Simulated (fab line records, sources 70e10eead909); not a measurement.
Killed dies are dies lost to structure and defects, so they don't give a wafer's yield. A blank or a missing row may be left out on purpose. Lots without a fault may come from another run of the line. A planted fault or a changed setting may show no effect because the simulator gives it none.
Chamber matching | flow nand_harc | NHARC_P_STI_CMP_21 on cmp-04: 4 sister chambers
The step polishes, t overpolish 20 s, target thk 380.67 nm. 8 wafers are shown with their chamber, then 9 later ones without.

WAFERS WITH THEIR CHAMBER
wafer  | chamber | motor_current_A (A) | retaining_ring_pressure_frac
L076.5 | 0       | 14.1                | 1.004
L078.5 | 0       | 13.1                | 1.005
L081.3 | 3       | 12.0                | 1.008
L084.4 | 2       | 10.7                | 0.992
L084.6 | 2       | 10.3                | 0.996
L087.1 | 3       | 11.8                | 1.004
L087.3 | 1       | 12.0                | 1.001
L087.5 | 1       | 12.5                | 1.004

WAFERS WITHOUT THEIR CHAMBER
wafer  | motor_current_A (A) | retaining_ring_pressure_frac
L091.1 | 11.9                | 0.998
L091.3 | 12.3                | 1.007
L091.4 | 10.3                | 0.994
L095.1 | 13.0                | 1.004
L095.2 | 12.0                | 0.998
L095.4 | 10.3                | 1.003
L097.1 | 11.7                | 0.999
L097.5 | 11.9                | 1.007
L097.6 | 11.7                | 0.994

WHICH CHAMBER EACH WENT THROUGH
wafer  | from the rows above          | in truth
L091.1 | can't be placed: 1 or 3 or 2 | 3
L091.3 | can't be placed: 3 or 1      | 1
L091.4 | 2                            | 2
L095.1 | can't be placed: 0 or 1 or 3 | 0
L095.2 | can't be placed: 1 or 3 or 2 | 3
L095.4 | can't be placed: 2 or 3 or 1 | 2
L097.1 | can't be placed: 1 or 3 or 2 | 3
L097.5 | can't be placed: 3 or 1      | 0
L097.6 | can't be placed: 2 or 1      | 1
Placed correctly: 1 of 9. Can't be placed from these rows: 8 (the true chamber is among the candidates in 7). Placed wrongly: 0.
How it was worked out, from the rows above alone: a wafer's distance from a chamber is the root of the sum, over the readings, of the square of ((its reading less the chamber's mean) divided by the reading's scatter). The wafer belongs to the nearest chamber; if the next one is less than 2 further off, it can't be placed. A chamber's mean is the mean of its shown wafers. The scatter: the root of (the sum of the squares of (reading less its chamber's mean) over the shown wafers, divided by (wafers less chambers)).
